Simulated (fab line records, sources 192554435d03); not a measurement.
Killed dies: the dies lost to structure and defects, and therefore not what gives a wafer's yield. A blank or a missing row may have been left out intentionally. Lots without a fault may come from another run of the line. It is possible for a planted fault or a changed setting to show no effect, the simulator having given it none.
Split-lot experiment :: flow n5-finfet :: route with 1938 steps; 7 lots, 39 wafers read

== THE SPLIT ITSELF ==
At N5_FIN_CUT_CUT_ETCH_15 (etches Si in HBr/Cl2/O2, target depth 100 nm, bt time 10 s, time 42.4 s), the setting target-depth-a was moved away from the recipe's 1000 angstrom on 15 of the 39 wafers read, by -12.4% to +12.8%. The other wafers ran this setting at the recipe's value.

The reading comes from the split's own step.

== THE READING ==
FIN_CUT.feature-depth-nm (the simulator's own value, which no gauge read), in nm, at N5_FIN_CUT_CUT_ETCH_15 (etches Si in HBr/Cl2/O2, target depth 100 nm, bt time 10 s, time 42.4 s). There is no usual value for it anywhere in the file. Average 99.5 nm, standard deviation 2.2 nm, over the 24 wafers here run with the recipe.

wafer: L078.1
tool, chamber at the split: rie-si-01, 2
target-depth-a as run, angstrom: 1000
against the recipe: recipe
FIN_CUT.feature-depth-nm, nm: 95.6
against lot-mates on the recipe: -

wafer: L078.2
tool, chamber at the split: rie-si-01, 1
target-depth-a as run, angstrom: 963.2
against the recipe: -3.7%
FIN_CUT.feature-depth-nm, nm: 96.6
against lot-mates on the recipe: -0.6

wafer: L078.3
tool, chamber at the split: rie-si-01, 3
target-depth-a as run, angstrom: 963.2
against the recipe: -3.7%
FIN_CUT.feature-depth-nm, nm: 97.2
against lot-mates on the recipe: +0.0

wafer: L078.4
tool, chamber at the split: rie-si-01, 0
target-depth-a as run, angstrom: 963.2
against the recipe: -3.7%
FIN_CUT.feature-depth-nm, nm: 96
against lot-mates on the recipe: -1.2

wafer: L078.5
tool, chamber at the split: rie-si-01, 3
target-depth-a as run, angstrom: 1000
against the recipe: recipe
FIN_CUT.feature-depth-nm, nm: 100.4
against lot-mates on the recipe: -

wafer: L078.6
tool, chamber at the split: rie-si-01, 2
target-depth-a as run, angstrom: 1000
against the recipe: recipe
FIN_CUT.feature-depth-nm, nm: 95.6
against lot-mates on the recipe: -

wafer: L084.1
tool, chamber at the split: rie-si-01, 3
target-depth-a as run, angstrom: 1000
against the recipe: recipe
FIN_CUT.feature-depth-nm, nm: 100.6
against lot-mates on the recipe: -

wafer: L084.2
tool, chamber at the split: rie-si-01, 0
target-depth-a as run, angstrom: 1000
against the recipe: recipe
FIN_CUT.feature-depth-nm, nm: 99.6
against lot-mates on the recipe: -

wafer: L084.3
tool, chamber at the split: rie-si-01, 2
target-depth-a as run, angstrom: 1000
against the recipe: recipe
FIN_CUT.feature-depth-nm, nm: 96.4
against lot-mates on the recipe: -

wafer: L084.4
tool, chamber at the split: rie-si-01, 1
target-depth-a as run, angstrom: 1000
against the recipe: recipe
FIN_CUT.feature-depth-nm, nm: 100.8
against lot-mates on the recipe: -

wafer: L084.6
tool, chamber at the split: rie-si-01, 1
target-depth-a as run, angstrom: 1000
against the recipe: recipe
FIN_CUT.feature-depth-nm, nm: 100.8
against lot-mates on the recipe: -

wafer: L084.5
tool, chamber at the split: rie-si-01, 0
target-depth-a as run, angstrom: 1000
against the recipe: recipe
FIN_CUT.feature-depth-nm, nm: 99.8
against lot-mates on the recipe: -

wafer: L090.1
tool, chamber at the split: rie-si-06, 0
target-depth-a as run, angstrom: 1000
against the recipe: recipe
FIN_CUT.feature-depth-nm, nm: 102.6
against lot-mates on the recipe: -

wafer: L090.2
tool, chamber at the split: rie-si-06, 1
target-depth-a as run, angstrom: 1000
against the recipe: recipe
FIN_CUT.feature-depth-nm, nm: 98.2
against lot-mates on the recipe: -

wafer: L090.3
tool, chamber at the split: rie-si-06, 3
target-depth-a as run, angstrom: 1128
against the recipe: +12.8%
FIN_CUT.feature-depth-nm, nm: 115.4
against lot-mates on the recipe: +14.5

wafer: L090.4
tool, chamber at the split: rie-si-06, 2
target-depth-a as run, angstrom: 1128
against the recipe: +12.8%
FIN_CUT.feature-depth-nm, nm: 112.4
against lot-mates on the recipe: +11.5

wafer: L090.5
tool, chamber at the split: rie-si-06, 3
target-depth-a as run, angstrom: 1000
against the recipe: recipe
FIN_CUT.feature-depth-nm, nm: 101.8
against lot-mates on the recipe: -

wafer: L090.6
tool, chamber at the split: rie-si-06, 2
target-depth-a as run, angstrom: 1128
against the recipe: +12.8%
FIN_CUT.feature-depth-nm, nm: 112.6
against lot-mates on the recipe: +11.7

wafer: L092.1
tool, chamber at the split: rie-si-01, 1
target-depth-a as run, angstrom: 1127
against the recipe: +12.7%
FIN_CUT.feature-depth-nm, nm: 114.2
against lot-mates on the recipe: +15.1

wafer: L092.2
tool, chamber at the split: rie-si-01, 3
target-depth-a as run, angstrom: 1127
against the recipe: +12.7%
FIN_CUT.feature-depth-nm, nm: 114
against lot-mates on the recipe: +14.9

wafer: L092.3
tool, chamber at the split: rie-si-01, 0
target-depth-a as run, angstrom: 1127
against the recipe: +12.7%
FIN_CUT.feature-depth-nm, nm: 111.8
against lot-mates on the recipe: +12.7

wafer: L092.4
tool, chamber at the split: rie-si-01, 2
target-depth-a as run, angstrom: 1000
against the recipe: recipe
FIN_CUT.feature-depth-nm, nm: 96.2
against lot-mates on the recipe: -

wafer: L092.5
tool, chamber at the split: rie-si-01, 0
target-depth-a as run, angstrom: 1000
against the recipe: recipe
FIN_CUT.feature-depth-nm, nm: 99.4
against lot-mates on the recipe: -

wafer: L092.6
tool, chamber at the split: rie-si-01, 1
target-depth-a as run, angstrom: 1000
against the recipe: recipe
FIN_CUT.feature-depth-nm, nm: 101.8
against lot-mates on the recipe: -

wafer: L093.3
tool, chamber at the split: rie-si-02, 0
target-depth-a as run, angstrom: 1000
against the recipe: recipe
FIN_CUT.feature-depth-nm, nm: 98.6
against lot-mates on the recipe: -

wafer: L093.4
tool, chamber at the split: rie-si-02, 1
target-depth-a as run, angstrom: 1000
against the recipe: recipe
FIN_CUT.feature-depth-nm, nm: 102.6
against lot-mates on the recipe: -

wafer: L093.6
tool, chamber at the split: rie-si-02, 3
target-depth-a as run, angstrom: 1000
against the recipe: recipe
FIN_CUT.feature-depth-nm, nm: 99.2
against lot-mates on the recipe: -

wafer: L096.1
tool, chamber at the split: rie-si-01, 0
target-depth-a as run, angstrom: 1000
against the recipe: recipe
FIN_CUT.feature-depth-nm, nm: 99.4
against lot-mates on the recipe: -

wafer: L096.2
tool, chamber at the split: rie-si-01, 1
target-depth-a as run, angstrom: 1000
against the recipe: recipe
FIN_CUT.feature-depth-nm, nm: 101.2
against lot-mates on the recipe: -

wafer: L096.3
tool, chamber at the split: rie-si-01, 2
target-depth-a as run, angstrom: 1000
against the recipe: recipe
FIN_CUT.feature-depth-nm, nm: 96
against lot-mates on the recipe: -

wafer: L096.4
tool, chamber at the split: rie-si-01, 3
target-depth-a as run, angstrom: 1072
against the recipe: +7.2%
FIN_CUT.feature-depth-nm, nm: 108.2
against lot-mates on the recipe: +9.3

wafer: L096.5
tool, chamber at the split: rie-si-01, 1
target-depth-a as run, angstrom: 1072
against the recipe: +7.2%
FIN_CUT.feature-depth-nm, nm: 110.2
against lot-mates on the recipe: +11.3

wafer: L096.6
tool, chamber at the split: rie-si-01, 0
target-depth-a as run, angstrom: 1072
against the recipe: +7.2%
FIN_CUT.feature-depth-nm, nm: 105.8
against lot-mates on the recipe: +6.9

wafer: L097.1
tool, chamber at the split: rie-si-02, 2
target-depth-a as run, angstrom: 1000
against the recipe: recipe
FIN_CUT.feature-depth-nm, nm: 98.2
against lot-mates on the recipe: -

wafer: L097.2
tool, chamber at the split: rie-si-02, 1
target-depth-a as run, angstrom: 1000
against the recipe: recipe
FIN_CUT.feature-depth-nm, nm: 102.6
against lot-mates on the recipe: -

wafer: L097.3
tool, chamber at the split: rie-si-02, 0
target-depth-a as run, angstrom: 875.6
against the recipe: -12.4%
FIN_CUT.feature-depth-nm, nm: 85.8
against lot-mates on the recipe: -14.4

wafer: L097.4
tool, chamber at the split: rie-si-02, 3
target-depth-a as run, angstrom: 875.6
against the recipe: -12.4%
FIN_CUT.feature-depth-nm, nm: 86.6
against lot-mates on the recipe: -13.6

wafer: L097.5
tool, chamber at the split: rie-si-02, 3
target-depth-a as run, angstrom: 1000
against the recipe: recipe
FIN_CUT.feature-depth-nm, nm: 99.8
against lot-mates on the recipe: -

wafer: L097.6
tool, chamber at the split: rie-si-02, 0
target-depth-a as run, angstrom: 875.6
against the recipe: -12.4%
FIN_CUT.feature-depth-nm, nm: 86
against lot-mates on the recipe: -14.2

FIT RESULTS
A straight line over all 39 wafers: FIN_CUT.feature-depth-nm changes by +1.08 nm for each +1% of target-depth-a; r = +0.96; the points scatter about the line by 1.9 nm.
The same after taking each lot's own level away (the mean of its wafers on the recipe; 39 wafers): +1.06 nm for each +1%; r = +0.96; scatter 2 nm.
On that fit, the largest move of target-depth-a shifts the reading by 14 nm.
The span of the lots' own levels, 97.20 to 100.87 nm, comes to 1.7 times the standard deviation stated above.
So the lot-to-lot level changes the slope little: the two slopes agree.
Check: for one of the wafers moved furthest among these (+12.8%), held out of the fit, the line's prediction against its lot-mates is +13.8 nm. It came out at +14.5 nm against them.

== OTHER SPLITS APPLIED TO THESE WAFERS ==
These wafers also went through other splits before the reading. Each is held against what the fit with the lots' levels taken away leaves over:
other split on the same wafers: N5_FIN_SAQP_HM_DEP_72 time-s
wafers away from the commonest value: 15
r with FIN_CUT.feature-depth-nm (lot level and that fit taken away): -0.05

other split on the same wafers: N5_FIN_SAQP_SPACER1_ALD_24 temp-c
wafers away from the commonest value: 15
r with FIN_CUT.feature-depth-nm (lot level and that fit taken away): -0.20

other split on the same wafers: N5_FIN_CUT_CUT_ETCH_26 target-depth-a
wafers away from the commonest value: 12
r with FIN_CUT.feature-depth-nm (lot level and that fit taken away): +0.16

== THE WHOLE CHAIN: every reading that the file lists as answering this split, in the file's order ==
step: N5_FIN_CUT_CUT_ETCH_15
what it does: etches Si in HBr/Cl2/O2, target depth 100 nm, bt time 10 s, time 42.4 s
reading: etch.depth-nm (the simulator's own value, which no gauge read)
change (the file's fit): +1.07 nm for each +1% of the setting
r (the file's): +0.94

step: N5_FIN_CUT_CUT_ETCH_15
what it does: etches Si in HBr/Cl2/O2, target depth 100 nm, bt time 10 s, time 42.4 s
reading: FIN_CUT.feature-depth-nm (the simulator's own value, which no gauge read)
change (the file's fit): +1.07 nm for each +1% of the setting
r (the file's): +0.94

== THE FILE'S OWN FIT ==
FIN_CUT.feature-depth-nm changes by +1.07 nm for each +1% of target-depth-a, r = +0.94.
